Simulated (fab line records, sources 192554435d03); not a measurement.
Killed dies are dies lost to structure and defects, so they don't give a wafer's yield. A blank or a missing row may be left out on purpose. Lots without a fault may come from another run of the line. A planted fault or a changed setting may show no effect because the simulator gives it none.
fab line records | flow n5_finfet
record lots=5 wafers=15 last_day=17
route steps=1938 shown BEOL_M14@1724
lots that met no fault: from a run of the same line without faults
start_h: hours from the record's first day to the start of the lot's first wafer shown | wait_h: hours since the lot's step before | " the same as in the row above | L1.1+2: a row that stands for several wafers | - no value, or no start given | * or withheld: withheld | < > ~ a bound
route shown NAME@n: a module of which the file shows steps, and the number in the route of the first | usual: mean/standard deviation of fault-free wafers | same: alike in all rows | chamber/n: place in a boat | sites: the reading at each site | _std_site: their standard deviation | _edge_site: outer sites' mean less inner sites' | radius_mm: how far each site lies from the wafer's centre | mask NAME#n: copy n | behind: the tool/chamber that last shaped the wafer | hold: why the lot was held/for how many hours/how that ended | device: the transistor (n, p or np) that didn't switch | end of line: the same wafers' tests at the end of the route | a step without rows: its recipe alone | killed: dies lost to structure and defects at the first sort, not the wafer's yield | map: a wafer's dies, x killed, . not, _ none there
set.NAME: the setting as run; set.NAME@STEP: as run at that earlier step | model.NAME: the simulator's own value behind a step, which no gauge read
lots at some steps of the route; a table a step, a row a wafer
services: from which hour (start_h, from the record's first day; less than 0 if before it) a tool's chamber was out of use, for how many hours, and why
## steps
# step N5_BEOL_M14_DEVELOP_09
# recipe develop_time_s=45 rinse_liquid=diw dry=air_spin dev_temp_c=21
# columns lot.wafer tool chamber start_h wait_h
L074.1+2+3 litho_track-05 0 - -
L078.2+4+6 litho_track-05 0 - -
L087.4+5+6 litho_track-03 0 - -
L091.3+4+5 litho_track-05 0 - -
L094.2+3+5 litho_track-01 0 - -
# step N5_BEOL_M14_HARDBAKE_14
# recipe temp_c=130 time_s=120
# columns lot.wafer tool chamber start_h wait_h
L074.1+2+3 litho_track-05 0 - -
L078.2+4+6 litho_track-05 0 - -
L087.4+5+6 litho_track-03 0 - -
L091.3+4+5 litho_track-05 0 - -
L094.2+3+5 litho_track-01 0 - -
# step N5_BEOL_M14_CD_MEAS_10
# recipe target_cd_nm=250 landing_energy_ev=500 detector=se_inlens polarity=opening
# usual cd_nm=250.7/1.4
# columns lot.wafer tool chamber start_h wait_h cd_nm
L074.1 cd_sem-02 0 227.49 - 252.9
L074.2 " 0 " " 252.2
L074.3 " 0 " " 252.2
L078.2 cd_sem-03 0 270.65 - 250.6
L078.4 " 0 " " 251.2
L078.6 " 0 " " 250.1
L087.4 cd_sem-01 0 316.16 - 252.2
L087.5 " 0 " " 254.7
L087.6 " 0 " " 251.7
L091.3 cd_sem-01 0 355.41 - 250.1
L091.4 " 0 " " 251.3
L091.5 " 0 " " 252.1
L094.2 cd_sem-02 0 375.73 - 248.1
L094.3 " 0 " " 247.6
L094.5 " 0 " " 249.3
# step N5_BEOL_M14_OVL_MEAS_11
# recipe points_per_wafer=44
# usual V13_OVL=-2/6.3
# columns lot.wafer tool chamber start_h wait_h V13_OVL[nm]
L074.1 overlay-01 0 227.52 0.0 7
L074.2 " 0 " " 8
L074.3 " 0 " " 10
L078.2 overlay-01 0 270.68 0.0 1
L078.4 " 0 " " -6
L078.6 " 0 " " 3
L087.4 overlay-01 0 316.19 0.0 -7
L087.5 " 0 " " -9
L087.6 " 0 " " -5
L091.3 overlay-02 0 355.43 0.0 -6
L091.4 " 0 " " 5
L091.5 " 0 " " 0
L094.2 overlay-01 0 375.76 0.0 -4
L094.3 " 0 " " 9
L094.5 " 0 " " 2
# step N5_BEOL_M14_INSPECT_12
# recipe mode=adi inspect_instrument=macro
# usual raw_defect_count=2.0/1.5
# columns lot.wafer tool chamber start_h wait_h raw_defect_count
L074.1 defect_inspect-01 - 227.54 0.0 1
L074.2 " - " " 5
L074.3 " - " " 5
L078.2 defect_inspect-01 - 270.70 0.0 1
L078.4 " - " " 2
L078.6 " - " " 3
L087.4 defect_inspect-02 - 316.21 0.0 1
L087.5 " - " " 3
L087.6 " - " " 2
L091.3 defect_inspect-02 - 355.46 0.0 4
L091.4 " - " " 2
L091.5 " - " " 1
L094.2 defect_inspect-01 - 375.79 0.0 0
L094.3 " - " " 2
L094.5 " - " " 1
# step N5_BEOL_M14_DESCUM_15
# recipe chemistry=O2 time_s=7.9 source_power_w=50 bias_power_w=20 pressure_mtorr=20 rf_frequency_hz=2.712e+07 temp_c=40 o2_flow_sccm=225
# usual drypump_motor_current_A=5.9/0.36 oes_product_au=0.79/0.093 rf_vpp_V=243.4/1.1 showerhead_plenum_p_Torr=2.11/0.057 throttle_valve_pct=20.51/0.24
# columns lot.wafer tool chamber start_h wait_h drypump_motor_current_A oes_product_au rf_hours_counter_h rf_vpp_V showerhead_plenum_p_Torr throttle_valve_pct
L074.1 rie_diel-05 1 227.58 0.0 5.5 0.69 203 244.4 2.16 20.55
L074.2 " 2 " " 5.5 0.82 70 244.7 2.12 20.37
L074.3 " 3 " " 5.8 0.83 71 242.8 2.04 20.40
L078.2 rie_diel-03 3 270.76 0.1 5.5 0.72 212 241.3 2.08 20.83
L078.4 " 2 " " 5.8 0.85 80 244.3 2.21 20.16
L078.6 " 3 " " 5.5 0.70 - 240.6 2.08 20.85
L087.4 rie_diel-04 3 316.25 0.0 6.3 0.71 228 241.7 2.06 20.75
L087.5 " 3 " " 6.2 0.71 - 242.3 2.06 20.74
L087.6 " 0 " " 6.3 0.95 - 243.8 2.15 20.27
L091.3 rie_diel-03 2 356.00 0.5 5.7 0.80 113 244.2 2.20 20.23
L091.4 " 1 " " 5.5 0.69 230 241.6 1.98 20.10
L091.5 " 3 " " 5.5 0.69 - 243.2 2.07 20.87
L094.2 rie_diel-04 2 375.82 0.0 6.1 0.70 236 243.9 2.05 20.85
L094.3 " 0 " " 6.2 0.91 33 244.9 2.15 20.29
L094.5 " 2 " " 6.1 0.70 - 242.6 2.05 20.86
# step N5_BEOL_M14_ETCH_59
# recipe chemistry=N2/H2 target=BARC target_depth_a=890 overetch_a=267 time_s=67.9 ion_energy_ev=200 pressure_mtorr=30 source_w=840 bias_w=150 n2_flow_sccm=200 h2_flow_sccm=200
# usual drypump_motor_current_A=5.9/0.36 h2_flow_sccm=200.1/0.62 oes_product_au=0.68/0.075 rf_vpp_V=524.3/2.1 showerhead_plenum_p_Torr=2.56/0.066 throttle_valve_pct=17.9/0.31
# columns lot.wafer tool chamber start_h wait_h drypump_motor_current_A h2_flow_sccm oes_product_au rf_hours_counter_h rf_vpp_V showerhead_plenum_p_Torr throttle_valve_pct
L074.1 rie_diel-05 1 227.61 0.0 5.5 199.8 0.60 203 526.1 2.64 18.1
L074.2 " 2 " " 5.5 199.5 0.70 70 524.6 2.57 17.8
L074.3 " 3 " " 5.8 200.3 0.70 71 520.9 2.46 17.7
L078.2 rie_diel-03 3 270.79 0.0 5.5 200.0 0.61 212 524.0 2.52 18.2
L078.4 " 2 " " 5.8 200.2 0.72 80 526.5 2.68 17.5
L078.6 " 3 " " 5.5 200.7 0.61 - 523.3 2.52 18.2
L087.4 rie_diel-04 3 316.28 0.0 6.3 200.5 0.61 228 524.8 2.51 18.2
L087.5 " 3 " " 6.2 200.1 0.61 - 521.9 2.51 18.2
L087.6 " 0 " " 6.3 200.3 0.80 - 526.3 2.60 17.6
L091.3 rie_diel-03 2 356.04 0.0 5.7 199.9 0.69 113 527.5 2.66 17.6
L091.4 " 1 " " 5.4 199.7 0.59 230 520.4 2.41 17.6
L091.5 " 3 " " 5.6 201.3 0.58 - 521.9 2.50 18.3
L094.2 rie_diel-04 2 375.85 0.0 6.1 199.7 0.61 236 523.6 2.52 18.5
L094.3 " 0 " " 6.3 200.3 0.78 33 525.1 2.60 17.7
L094.5 " 2 " " 6.1 199.3 0.60 - 522.0 2.52 18.5
# step N5_BEOL_M14_VIA_ETCH_16
# recipe chemistry=C4F8/O2/Ar target=SiO2 he_inner_torr=15 he_outer_torr=30 target_depth_a=12313 time_s=withheld ion_energy_ev=800 pressure_mtorr=20 source_w=1905 bias_w=2040 Ar_flow_sccm=400 C4F8_flow_sccm=16 O2_flow_sccm=12 ends=cleared
# usual drypump_motor_current_A=5.9/0.36 oes_ar_750_au=0.79/0.088 oes_product_au=0.72/0.083 rf_vpp_V=2226/23 showerhead_plenum_p_Torr=3.45/0.085 throttle_valve_pct=30.91/0.23
# columns lot.wafer tool chamber start_h wait_h drypump_motor_current_A oes_ar_750_au oes_product_au rf_vpp_V showerhead_plenum_p_Torr throttle_valve_pct
L074.1 rie_diel-05 1 227.66 0.0 5.5 0.70 0.63 2257 3.53 30.85
L074.2 " 2 " " 5.5 0.82 0.76 2264 3.47 30.77
L074.3 " 3 " " 5.8 0.83 0.74 2188 3.35 30.86
L078.2 rie_diel-03 3 270.84 0.0 5.5 0.70 0.63 2217 3.40 31.15
L078.4 " 2 " " 5.8 0.83 0.75 2235 3.61 30.56
L078.6 " 3 " " 5.6 0.70 0.64 2217 3.40 31.16
L087.4 rie_diel-04 3 316.33 0.0 6.2 0.72 0.65 2215 3.39 31.15
L087.5 " 3 " " 6.3 0.72 0.64 2215 3.39 31.16
L087.6 " 0 " " 6.3 0.94 0.85 2249 3.50 30.63
L091.3 rie_diel-03 2 356.09 0.0 5.8 0.80 0.73 2235 3.59 30.58
L091.4 " 1 " " 5.4 0.70 0.63 2188 3.26 30.42
L091.5 " 3 " " 5.5 0.69 0.61 2215 3.39 31.19
L094.2 rie_diel-04 2 375.91 0.0 6.1 0.70 0.63 2224 3.37 31.23
L094.3 " 0 " " 6.3 0.90 0.83 2248 3.49 30.65
L094.5 " 2 " " 6.1 0.69 0.63 2223 3.37 31.24
# step N5_BEOL_M14_STRIP_63
# recipe chemistry=O2 power_w=600 temp_c=60 pressure_mtorr=30 rf_frequency_hz=6e+07 bias_power_w=0 overash_fraction=0.3 o2_flow_sccm=225
# usual drypump_motor_current_A=5.9/0.35 oes_product_au=0.79/0.093 rf_vpp_V=3.6/1 showerhead_plenum_p_Torr=2.11/0.057 throttle_valve_pct=16.75/0.26
# columns lot.wafer tool chamber start_h wait_h drypump_motor_current_A oes_product_au rf_hours_counter_h rf_vpp_V showerhead_plenum_p_Torr throttle_valve_pct
L074.1 rie_diel-05 1 - - 5.5 0.68 203 4.0 2.17 16.81
L074.2 " 2 " " 5.5 0.83 70 2.9 2.12 16.60
L074.3 " 3 " " 5.8 0.83 71 2.9 2.04 16.60
L078.2 rie_diel-03 3 - - 5.5 0.70 212 4.8 2.08 17.11
L078.4 " 2 " " 5.7 0.86 81 3.3 2.21 16.43
L078.6 " 3 " " 5.5 0.70 - 4.2 2.08 17.08
L087.4 rie_diel-04 3 - - 6.3 0.71 228 4.2 2.06 17.05
L087.5 " 3 " " 6.2 0.71 - 3.4 2.06 17.03
L087.6 " 0 " " 6.3 0.95 - 3.0 2.16 16.47
L091.3 rie_diel-03 2 - - 5.8 0.81 113 2.8 2.20 16.48
L091.4 " 1 " " 5.4 0.69 230 4.0 1.98 16.43
L091.5 " 3 " " 5.5 0.68 - 2.9 2.07 17.15
L094.2 rie_diel-04 2 - - 6.1 0.70 236 5.8 2.06 17.13
L094.3 " 0 " " 6.3 0.91 33 4.1 2.15 16.48
L094.5 " 2 " " 6.0 0.69 - 2.7 2.06 17.15
# step N5_BEOL_M14_STRIP_64
# recipe chemistry=O2 power_w=600 temp_c=60 pressure_mtorr=30 rf_frequency_hz=6e+07 bias_power_w=0 overash_fraction=0.3 o2_flow_sccm=225
# usual drypump_motor_current_A=5.9/0.36 oes_product_au=0.79/0.093 rf_vpp_V=3.7/0.48 showerhead_plenum_p_Torr=2.11/0.057 throttle_valve_pct=16.75/0.25
# columns lot.wafer tool chamber start_h wait_h drypump_motor_current_A oes_product_au rf_hours_counter_h rf_vpp_V showerhead_plenum_p_Torr throttle_valve_pct
L074.1 rie_diel-05 1 - - 5.5 0.69 203 3.6 2.17 16.81
L074.2 " 2 " " 5.5 0.83 70 3.5 2.12 16.61
L074.3 " 3 " " 5.8 0.82 71 3.7 2.04 16.59
L078.2 rie_diel-03 3 - - 5.6 0.71 213 3.7 2.08 17.08
L078.4 " 2 " " 5.7 0.83 81 4.1 2.21 16.44
L078.6 " 3 " " 5.6 0.70 - 2.8 2.08 17.10
L087.4 rie_diel-04 3 - - 6.2 0.71 228 4.1 2.06 17.02
L087.5 " 3 " " 6.3 0.71 - 2.7 2.06 17.04
L087.6 " 0 " " 6.2 0.95 - 3.9 2.16 16.44
L091.3 rie_diel-03 2 - - 5.8 0.80 113 3.7 2.20 16.51
L091.4 " 1 " " 5.4 0.69 230 3.7 1.98 16.43
L091.5 " 3 " " 5.5 0.68 - 3.4 2.07 17.15
L094.2 rie_diel-04 2 - - 6.1 0.70 236 3.7 2.06 17.13
L094.3 " 0 " " 6.3 0.91 33 3.8 2.15 16.49
L094.5 " 2 " " 6.0 0.70 - 3.8 2.06 17.14
# step N5_BEOL_M14_STRIP_71
# recipe chemistry=post_etch_residue_remover time_s=60 temp_c=25 remover_ph=withheld remover_water_wt_pct=withheld remover_fluoride_wt_pct=withheld
# columns lot.wafer tool chamber start_h wait_h
L074.1+2+3 wet_bench-01 6,5,4 227.95 -
L078.2+4+6 wet_bench-05 0,4,7 271.13 -
L087.4+5+6 wet_bench-01 6,0,2 316.62 -
L091.3+4+5 wet_bench-01 0,2,7 356.38 -
L094.2+3+5 wet_bench-05 5,4,6 376.20 -
# step N5_BEOL_M14_SRD_72
# recipe time_s=30 temp_c=23 rinse_liquid=diw dry=n2_spin spin_rpm=1500 dry_time_s=30
# columns lot.wafer tool chamber start_h wait_h
L074.1+2+3 wet_bench-01 6,5,4 227.97 0.0
L078.2+4+6 wet_bench-05 0,4,7 271.16 0.0
L087.4+5+6 wet_bench-01 6,0,2 316.64 0.0
L091.3+4+5 wet_bench-01 0,2,7 356.40 0.0
L094.2+3+5 wet_bench-05 5,4,6 376.21 0.0
# step N5_BEOL_M14_CD_MEAS_17
# recipe target_cd_nm=250 polarity=opening
# usual cd_nm=251.4/1.6
# columns lot.wafer tool chamber start_h wait_h cd_nm
L074.1 cd_sem-01 - 228.01 0.0 253.6
L074.2 " - " " 253.2
L074.3 " - " " 253.1
L078.2 cd_sem-01 - 271.20 0.0 251.5
L078.4 " - " " 251.8
L078.6 " - " " 250.4
L087.4 cd_sem-03 - 316.69 0.0 252.5
L087.5 " - " " 254.8
L087.6 " - " " 251.8
L091.3 cd_sem-01 - 356.44 0.0 250.6
L091.4 " - " " 251.2
L091.5 " - " " 253.3
L094.2 cd_sem-01 - 376.26 0.0 248.1
L094.3 " - " " 248.4
L094.5 " - " " 250.0
# step N5_BEOL_M14_COAT_65
# recipe resist=SOC temp_c=250 time_s=60 spin_rpm=1500 resist_thk_nm=450
# columns lot.wafer tool chamber start_h wait_h
L074.1+2+3 litho_track-05 0 228.05 0.0
L078.2+4+6 litho_track-05 0 271.24 0.0
L087.4+5+6 litho_track-01 0 316.72 0.0
L091.3+4+5 litho_track-05 0 356.47 0.0
L094.2+3+5 litho_track-05 0 376.29 0.0
# step N5_BEOL_M14_COAT_66
# recipe resist=SiARC temp_c=220 time_s=60 spin_rpm=1500 resist_thk_nm=110
# columns lot.wafer tool chamber start_h wait_h
L074.1+2+3 litho_track-05 0 - -
L078.2+4+6 litho_track-05 0 - -
L087.4+5+6 litho_track-01 0 - -
L091.3+4+5 litho_track-05 0 - -
L094.2+3+5 litho_track-05 0 - -
# step N5_BEOL_M14_COAT_22
# recipe spin_rpm=2888 resist_thk_nm=300
# columns lot.wafer tool chamber start_h wait_h
L074.1+2+3 litho_track-05 0 - -
L078.2+4+6 litho_track-05 0 - -
L087.4+5+6 litho_track-01 0 - -
L091.3+4+5 litho_track-05 0 - -
L094.2+3+5 litho_track-05 0 - -
# step N5_BEOL_M14_EBR_24
# recipe solvent=PGMEA ebr_width_mm=1.5
# columns lot.wafer tool chamber start_h wait_h
L074.1+2+3 litho_track-05 0 - -
L078.2+4+6 litho_track-05 0 - -
L087.4+5+6 litho_track-01 0 - -
L091.3+4+5 litho_track-05 0 - -
L094.2+3+5 litho_track-05 0 - -
# step N5_BEOL_M14_SOFTBAKE_23
# recipe temp_c=130 time_s=60
# columns lot.wafer tool chamber start_h wait_h
L074.1+2+3 litho_track-05 0 - -
L078.2+4+6 litho_track-05 0 - -
L087.4+5+6 litho_track-01 0 - -
L091.3+4+5 litho_track-05 0 - -
L094.2+3+5 litho_track-05 0 - -
# step N5_BEOL_M14_EXPOSE_25
# recipe mask_id=M14 na=0.8 source_shape=annular sigma_inner=0.5 sigma_outer=0.8 polarization=unpolarized target_cd_nm=280 dose_mj=26.6
# columns lot.wafer tool chamber start_h wait_h mask
L074.1+2+3 krf_scanner-02 0 228.29 - M14#0
L078.2+4+6 krf_scanner-02 0 271.48 - M14#0
L087.4+5+6 krf_scanner-01 0 316.98 - M14#0
L091.3+4+5 krf_scanner-01 0 356.60 - M14#0
L094.2+3+5 krf_scanner-01 0 376.54 - M14#0
# step N5_BEOL_M14_PEB_26
# recipe peb_temp_c=130 peb_time_s=90
# columns lot.wafer tool chamber start_h wait_h
L074.1+2+3 litho_track-05 0 228.35 0.1
L078.2+4+6 litho_track-05 0 271.54 0.0
L087.4+5+6 litho_track-03 0 317.02 0.0
L091.3+4+5 litho_track-03 0 356.65 0.0
L094.2+3+5 litho_track-01 0 376.59 0.0
# step N5_BEOL_M14_DEVELOP_27
# recipe develop_time_s=45 rinse_liquid=diw dry=air_spin dev_temp_c=21
# columns lot.wafer tool chamber start_h wait_h
L074.1+2+3 litho_track-05 0 - -
L078.2+4+6 litho_track-05 0 - -
L087.4+5+6 litho_track-03 0 - -
L091.3+4+5 litho_track-03 0 - -
L094.2+3+5 litho_track-01 0 - -
# step N5_BEOL_M14_HARDBAKE_32
# recipe temp_c=130 time_s=120
# columns lot.wafer tool chamber start_h wait_h
L074.1+2+3 litho_track-05 0 - -
L078.2+4+6 litho_track-05 0 - -
L087.4+5+6 litho_track-03 0 - -
L091.3+4+5 litho_track-03 0 - -
L094.2+3+5 litho_track-01 0 - -
# step N5_BEOL_M14_CD_MEAS_28
# recipe target_cd_nm=284.4 landing_energy_ev=500 detector=se_inlens
# usual cd_nm=284.1/1.2
# columns lot.wafer tool chamber start_h wait_h cd_nm
L074.1 cd_sem-01 0 228.47 - 283.0
L074.2 " 0 " " 284.2
L074.3 " 0 " " 284.4
L078.2 cd_sem-03 0 271.65 - 285.7
L078.4 " 0 " " 284.9
L078.6 " 0 " " 284.2
L087.4 cd_sem-03 0 317.14 - 283.3
L087.5 " 0 " " 283.5
L087.6 " 0 " " 285.6
L091.3 cd_sem-03 0 356.77 - 283.9
L091.4 " 0 " " 284.3
L091.5 " 0 " " 282.7
L094.2 cd_sem-02 0 376.71 - 282.7
L094.3 " 0 " " 284.2
L094.5 " 0 " " 281.8
# step N5_BEOL_M14_OVL_MEAS_29
# recipe points_per_wafer=44
# usual M14_OVL=3/6.1
# columns lot.wafer tool chamber start_h wait_h M14_OVL[nm]
L074.1 overlay-01 0 228.50 0.0 2
L074.2 " 0 " " 9
L074.3 " 0 " " 3
L078.2 overlay-02 0 271.68 0.0 8
L078.4 " 0 " " 3
L078.6 " 0 " " -2
L087.4 overlay-01 0 317.16 0.0 -2
L087.5 " 0 " " 9
L087.6 " 0 " " -5
L091.3 overlay-01 0 356.79 0.0 8
L091.4 " 0 " " 5
L091.5 " 0 " " 11
L094.2 overlay-01 0 376.74 0.0 -9
L094.3 " 0 " " 10
L094.5 " 0 " " 1
# step N5_BEOL_M14_INSPECT_30
# recipe mode=adi inspect_instrument=macro
# usual raw_defect_count=2.0/1.3
# columns lot.wafer tool chamber start_h wait_h raw_defect_count
L074.1 defect_inspect-02 - 228.52 0.0 4
L074.2 " - " " 1
L074.3 " - " " 4
L078.2 defect_inspect-02 - 271.71 0.0 4
L078.4 " - " " 2
L078.6 " - " " 3
L087.4 defect_inspect-01 - 317.19 0.0 2
L087.5 " - " " 4
L087.6 " - " " 1
L091.3 defect_inspect-01 - 356.82 0.0 0
L091.4 " - " " 3
L091.5 " - " " 4
L094.2 defect_inspect-01 - 376.76 0.0 1
L094.3 " - " " 2
L094.5 " - " " 2
# step N5_BEOL_M14_DESCUM_33
# recipe chemistry=O2 time_s=7.9 source_power_w=50 bias_power_w=20 pressure_mtorr=20 rf_frequency_hz=2.712e+07 temp_c=40 o2_flow_sccm=225
# usual drypump_motor_current_A=5.74/0.29 oes_product_au=0.79/0.086 rf_vpp_V=243.4/1.3 showerhead_plenum_p_Torr=2.11/0.07 throttle_valve_pct=20.43/0.25
# columns lot.wafer tool chamber start_h wait_h drypump_motor_current_A oes_product_au rf_hours_counter_h rf_vpp_V showerhead_plenum_p_Torr throttle_valve_pct
L074.1 rie_diel-03 2 228.78 0.3 5.74 0.86 64 244.4 2.22 20.14
L074.2 " 0 " " 5.65 0.66 249 244.8 2.15 20.77
L074.3 " 1 " " 5.40 0.73 183 243.5 2.00 20.03
L078.2 rie_diel-04 3 271.80 0.1 6.26 0.72 212 243.2 2.06 20.73
L078.4 " 1 " " 6.41 0.91 - 244.4 2.14 20.43
L078.6 " 3 " " 6.25 0.71 - 243.9 2.06 20.73
L087.4 rie_diel-04 0 317.22 0.0 6.29 0.95 18 243.0 2.15 20.27
L087.5 " 3 " " 6.24 0.71 - 242.2 2.06 20.76
L087.6 " 2 " " 6.06 0.72 - 242.7 2.06 20.84
L091.3 rie_diel-05 3 356.85 0.0 5.84 0.77 117 243.4 2.02 20.46
L091.4 " 0 " " 5.63 0.78 - 245.0 2.20 20.19
L091.5 " 2 " " 5.52 0.79 - 243.4 2.10 20.45
L094.2 rie_diel-03 2 376.79 0.0 5.76 0.80 121 246.1 2.19 20.25
L094.3 " 3 " " 5.54 0.68 247 242.6 2.07 20.89
L094.5 " 0 " " 5.65 0.89 - 243.7 2.13 20.46
# step N5_BEOL_M14_ETCH_67
# recipe chemistry=CF4 target=SiARC target_depth_a=1430 time_s=238.3 ion_energy_ev=80 pressure_mtorr=40 source_w=545 bias_w=36 Ar_flow_sccm=100 cf4_flow_sccm=100 ends=cleared
# usual drypump_motor_current_A=5.75/0.29 etch_rf_on_time_s=236/3.8 oes_product_au=0.67/0.073 rf_vpp_V=184.3/1.2 showerhead_plenum_p_Torr=2.16/0.068 throttle_valve_pct=15.60/0.26
# columns lot.wafer tool chamber start_h wait_h drypump_motor_current_A etch_rf_on_time_s oes_product_au rf_hours_counter_h rf_vpp_V showerhead_plenum_p_Torr throttle_valve_pct
L074.1 rie_diel-03 2 228.82 0.0 5.76 236 0.74 64 183.9 2.25 15.30
L074.2 " 0 " " 5.67 240 0.58 249 184.1 2.19 15.95
L074.3 " 1 " " 5.37 232 0.64 183 182.8 2.04 15.26
L078.2 rie_diel-04 3 271.83 0.0 6.23 236 0.62 212 184.6 2.12 15.99
L078.4 " 1 " " 6.47 235 0.79 - 185.6 2.19 15.55
L078.6 " 3 " " 6.22 234 0.62 - 184.6 2.12 16.00
L087.4 rie_diel-04 0 317.26 0.0 6.28 235 0.80 18 185.2 2.19 15.33
L087.5 " 3 " " 6.27 237 0.61 - 184.8 2.12 16.02
L087.6 " 2 " " 6.05 242 0.61 - 187.0 2.12 16.10
L091.3 rie_diel-05 3 356.89 0.0 5.82 234 0.66 117 181.4 2.07 15.59
L091.4 " 0 " " 5.64 232 0.68 - 185.8 2.25 15.40
L091.5 " 2 " " 5.49 234 0.67 - 183.5 2.15 15.58
L094.2 rie_diel-03 2 376.83 0.0 5.76 235 0.68 121 185.7 2.23 15.42
L094.3 " 3 " " 5.54 245 0.58 247 183.0 2.11 16.07
L094.5 " 0 " " 5.66 235 0.77 - 183.7 2.18 15.55
# step N5_BEOL_M14_ETCH_68
# recipe chemistry=N2/H2 target=SOC mask_material=SiARC source_w=3000 bias_w=350 temp_c=40 time_s=450 ion_energy_ev=200 pressure_mtorr=30 n2_flow_sccm=200 h2_flow_sccm=200
# usual drypump_motor_current_A=5.75/0.29 h2_flow_sccm=200.0/0.63 oes_product_au=0.79/0.086 rf_vpp_V=524.4/2.5 showerhead_plenum_p_Torr=2.56/0.085 throttle_valve_pct=17.74/0.29
# columns lot.wafer tool chamber start_h wait_h drypump_motor_current_A h2_flow_sccm oes_product_au rf_hours_counter_h rf_vpp_V showerhead_plenum_p_Torr throttle_valve_pct
L074.1 rie_diel-03 2 228.96 0.1 5.76 200.1 0.86 64 528.8 2.68 17.41
L074.2 " 0 " " 5.70 199.3 0.67 249 527.2 2.60 18.09
L074.3 " 1 " " 5.41 200.7 0.72 183 520.9 2.42 17.45
L078.2 rie_diel-04 3 271.98 0.1 6.28 199.1 0.73 212 523.0 2.52 18.09
L078.4 " 1 " " 6.43 200.4 0.92 - 524.6 2.60 17.66
L078.6 " 3 " " 6.27 200.1 0.73 - 523.3 2.52 18.11
L087.4 rie_diel-04 0 317.40 0.1 6.23 199.8 0.94 18 525.4 2.60 17.53
L087.5 " 3 " " 6.25 199.4 0.71 - 523.2 2.51 18.12
L087.6 " 2 " " 6.07 199.8 0.70 - 522.9 2.52 18.38
L091.3 rie_diel-05 3 357.03 0.1 5.84 200.3 0.77 117 520.0 2.44 17.65
L091.4 " 0 " " 5.66 200.3 0.79 - 527.0 2.67 17.45
L091.5 " 2 " " 5.52 200.9 0.78 - 523.7 2.55 17.75
L094.2 rie_diel-03 2 376.98 0.1 5.74 200.1 0.79 121 528.1 2.66 17.51
L094.3 " 3 " " 5.54 199.5 0.68 247 521.9 2.50 18.17
L094.5 " 0 " " 5.67 200.6 0.88 - 526.6 2.58 17.73
# step N5_BEOL_M14_STRIP_69
# recipe chemistry=N2/H2 temp_c=40 n2_flow_sccm=200 h2_flow_sccm=200 rf_frequency_hz=6e+07
# columns lot.wafer tool chamber start_h wait_h
L074.1+2+3 rie_diel-03 2,0,1 229.23 0.1
L078.2+4+6 rie_diel-04 3,1,3 272.24 0.1
L087.4+5+6 rie_diel-04 0,3,2 317.67 0.1
L091.3+4+5 rie_diel-05 3,0,2 357.30 0.1
L094.2+3+5 rie_diel-03 2,3,0 377.24 0.1
# step N5_BEOL_M14_TRENCH_ETCH_34
# recipe chemistry=C4F8/O2/Ar target=SiO2 target_depth_a=5566.5 mask_material=SOC he_inner_torr=15 he_outer_torr=30 time_s=126.9 ion_energy_ev=800 pressure_mtorr=20 source_w=1905 bias_w=2040 Ar_flow_sccm=400 C4F8_flow_sccm=16 O2_flow_sccm=12
# usual drypump_motor_current_A=5.75/0.3 oes_ar_750_au=0.79/0.082 oes_product_au=0.79/0.087 rf_vpp_V=2225/26 showerhead_plenum_p_Torr=3.46/0.11 throttle_valve_pct=30.86/0.23
# columns lot.wafer tool chamber start_h wait_h drypump_motor_current_A oes_ar_750_au oes_product_au rf_hours_counter_h rf_vpp_V showerhead_plenum_p_Torr throttle_valve_pct
L074.1 rie_diel-03 2 229.24 0.0 5.77 0.86 0.86 65 2237 3.62 30.54
L074.2 " 0 " " 5.64 0.67 0.67 249 2255 3.52 31.12
L074.3 " 1 " " 5.41 0.74 0.73 183 2189 3.29 30.40
L078.2 rie_diel-04 3 272.25 0.0 6.24 0.73 0.73 213 2218 3.40 31.18
L078.4 " 1 " " 6.51 0.92 0.92 - 2209 3.51 30.93
L078.6 " 3 " " 6.25 0.73 0.73 - 2217 3.40 31.19
L087.4 rie_diel-04 0 317.68 0.0 6.26 0.93 0.95 18 2248 3.50 30.65
L087.5 " 3 " " 6.23 0.72 0.72 - 2215 3.39 31.19
L087.6 " 2 " " 6.08 0.71 0.71 - 2227 3.39 31.24
L091.3 rie_diel-05 3 357.31 0.0 5.84 0.77 0.78 118 2186 3.32 30.92
L091.4 " 0 " " 5.62 0.79 0.80 - 2216 3.62 30.73
L091.5 " 2 " " 5.51 0.78 0.77 - 2262 3.44 30.81
L094.2 rie_diel-03 2 377.25 0.0 5.75 0.79 0.79 121 2234 3.59 30.62
L094.3 " 3 " " 5.55 0.68 0.67 247 2216 3.38 31.21
L094.5 " 0 " " 5.69 0.89 0.89 - 2254 3.49 30.95
# step N5_BEOL_M14_STRIP_70
# recipe chemistry=C4F8/O2/Ar resist=SiARC rf_frequency_hz=6e+07
# columns lot.wafer tool chamber start_h wait_h
L074.1+2+3 rie_diel-03 2,0,1 229.35 0.1
L078.2+4+6 rie_diel-04 3,1,3 272.37 0.1
L087.4+5+6 rie_diel-04 0,3,2 317.79 0.1
L091.3+4+5 rie_diel-05 3,0,2 357.42 0.1
L094.2+3+5 rie_diel-03 2,3,0 377.36 0.1
# step N5_BEOL_M14_OCD_MEAS_35
# usual trench_depth_nm=559/10
# columns lot.wafer tool chamber start_h wait_h trench_depth_nm
L074.1 ocd-02 - 229.39 0.0 558
L074.2 " - " " 546
L074.3 " - " " 563
L078.2 ocd-02 - 272.42 0.0 559
L078.4 " - " " 567
L078.6 " - " " 560
L087.4 ocd-01 - 317.84 0.0 568
L087.5 " - " " 560
L087.6 " - " " 545
L091.3 ocd-02 - 357.47 0.0 567
L091.4 " - " " 564
L091.5 " - " " 557
L094.2 ocd-02 - 377.41 0.0 557
L094.3 " - " " 539
L094.5 " - " " 560
## services
# columns tool chamber start_h hours kind
krf_scanner-01 - 210.80 1.0 pm
rie_diel-05 0 219.57 8.4 repair
rie_diel-03 0 230.47 - clean
rie_diel-03 0 230.47 - consumable_replace:focus_ring
rie_diel-03 0 230.47 17.0 scheduled_down
rie_diel-03 0 230.47 17.0 vent_cycle
krf_scanner-02 - 233.26 1.0 pm
rie_diel-05 2 241.26 2.6 repair
rie_diel-04 0 242.74 - clean
rie_diel-04 0 242.74 - consumable_replace:focus_ring
rie_diel-04 0 242.74 14.2 scheduled_down
rie_diel-04 0 242.74 14.2 vent_cycle
krf_scanner-02 - 243.47 1.3 pm
rie_diel-05 0 255.58 11.1 repair
rie_diel-04 0 266.18 6.3 repair
krf_scanner-02 - 267.82 0.8 pm
krf_scanner-01 - 276.64 1.3 pm
krf_scanner-01 - 290.00 0.8 pm
rie_diel-05 - 299.94 2.8 pm
rie_diel-03 - 321.59 0.2 repair
rie_diel-03 3 327.58 11.6 repair
rie_diel-04 1 328.03 7.2 repair
krf_scanner-02 - 335.91 5.4 repair
rie_diel-04 3 367.57 8.4 repair
## key
fault none
